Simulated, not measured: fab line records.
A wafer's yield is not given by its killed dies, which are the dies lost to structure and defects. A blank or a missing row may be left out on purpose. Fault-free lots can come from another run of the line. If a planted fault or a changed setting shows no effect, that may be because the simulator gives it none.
Chamber matching | flow nand-harc | NHARC_P_GATE_DESCUM_31 on rie-diel-03 has 4 sister chambers
The step chemistry O2, time 3 s. 24 wafers are shown with their chamber, then 12 later ones without.

== WAFERS, EACH WITH ITS CHAMBER ==
wafer  | chamber | showerhead-plenum-p-Torr (Torr) | drypump-motor-current-A (A) | oes-product-au (a.u.)
L074.1 | 3       | 2.05                            | 5.7                         | 0.987
L074.3 | 0       | 2.03                            | 5.2                         | 1.016
L074.5 | 0       | 2.03                            | 5.2                         | 1.013
L074.2 | 2       | 1.99                            | 5.5                         | 0.996
L074.4 | 3       | 2.05                            | 5.6                         | 0.993
L074.6 | 2       | 1.99                            | 5.5                         | 1.004
L079.3 | 0       | 2.03                            | 5.2                         | 1.039
L079.5 | 1       | 1.81                            | 6.2                         | 0.970
L079.6 | 2       | 1.99                            | 5.5                         | 0.993
L080.1 | 2       | 1.99                            | 5.5                         | 0.988
L080.4 | 0       | 2.03                            | 5.2                         | 1.026
L080.5 | 2       | 1.99                            | 5.5                         | 0.990
L083.1 | 2       | 1.99                            | 5.5                         | 1.001
L083.3 | 3       | 2.05                            | 5.7                         | 1.005
L083.5 | 3       | 2.05                            | 5.7                         | 1.005
L084.1 | 0       | 2.02                            | 5.2                         | 1.018
L084.3 | 3       | 2.05                            | 5.7                         | 1.002
L084.5 | 3       | 2.05                            | 5.6                         | 0.988
L085.1 | 2       | 1.99                            | 5.5                         | 1.003
L085.4 | 1       | 1.81                            | 6.2                         | 0.988
L085.5 | 3       | 2.05                            | 5.6                         | 1.014
L085.2 | 0       | 2.02                            | 5.2                         | 1.026
L085.3 | 3       | 2.05                            | 5.7                         | 1.001
L085.6 | 2       | 1.99                            | 5.5                         | 0.992

SIGNATURES, as means of the wafers listed above
reading                  | chamber 0 | chamber 1 | chamber 2 | chamber 3 | scatter within a chamber
showerhead-plenum-p-Torr | 2.0267    | 1.8100    | 1.9900    | 2.0500    | 0.00258
drypump-motor-current-A  | 5.200     | 6.200     | 5.500     | 5.662     | 0.0306
oes-product-au           | 1.02300   | 0.97900   | 0.99587   | 0.99937   | 0.00861
Rule: a wafer lies at a distance from a chamber equal to the root of the sum of squares, over the readings, of (its reading less the chamber's mean, divided by the reading's scatter). If the next closest chamber is less than 2 further off than the closest, the wafer can't be placed; otherwise it belongs to the closest. The scatter: take each reading less its chamber's mean, square it, sum over the shown wafers, divide by the number of wafers less the number of chambers, and take the root.

== WAFERS WITH NO CHAMBER GIVEN ==
wafer  | showerhead-plenum-p-Torr (Torr) | drypump-motor-current-A (A) | oes-product-au (a.u.)
L088.1 | 1.99                            | 5.5                         | 0.988
L088.3 | 2.05                            | 5.7                         | 0.994
L088.5 | 2.05                            | 5.6                         | 0.991
L091.4 | 1.99                            | 5.5                         | 0.990
L091.5 | 1.99                            | 5.5                         | 0.987
L091.6 | 2.05                            | 5.7                         | 0.996
L091.1 | 2.05                            | 5.6                         | 0.997
L091.2 | 2.02                            | 5.2                         | 1.017
L091.3 | 1.81                            | 6.2                         | 0.961
L096.1 | 2.05                            | 5.6                         | 0.987
L096.4 | 1.81                            | 6.2                         | 0.995
L096.6 | 1.99                            | 5.5                         | 0.999

== WHICH CHAMBER EACH WENT THROUGH ==
wafer  | from the rows above | in truth
L088.1 | 2                   | 2
L088.3 | 3                   | 3
L088.5 | 3                   | 3
L091.4 | 2                   | 2
L091.5 | 2                   | 2
L091.6 | 3                   | 3
L091.1 | 3                   | 3
L091.2 | 0                   | 0
L091.3 | 1                   | 1
L096.1 | 3                   | 3
L096.4 | 1                   | 1
L096.6 | 2                   | 2
12 of 12 placed correctly. Number that these rows cannot place: 0. Number placed wrongly: 0.
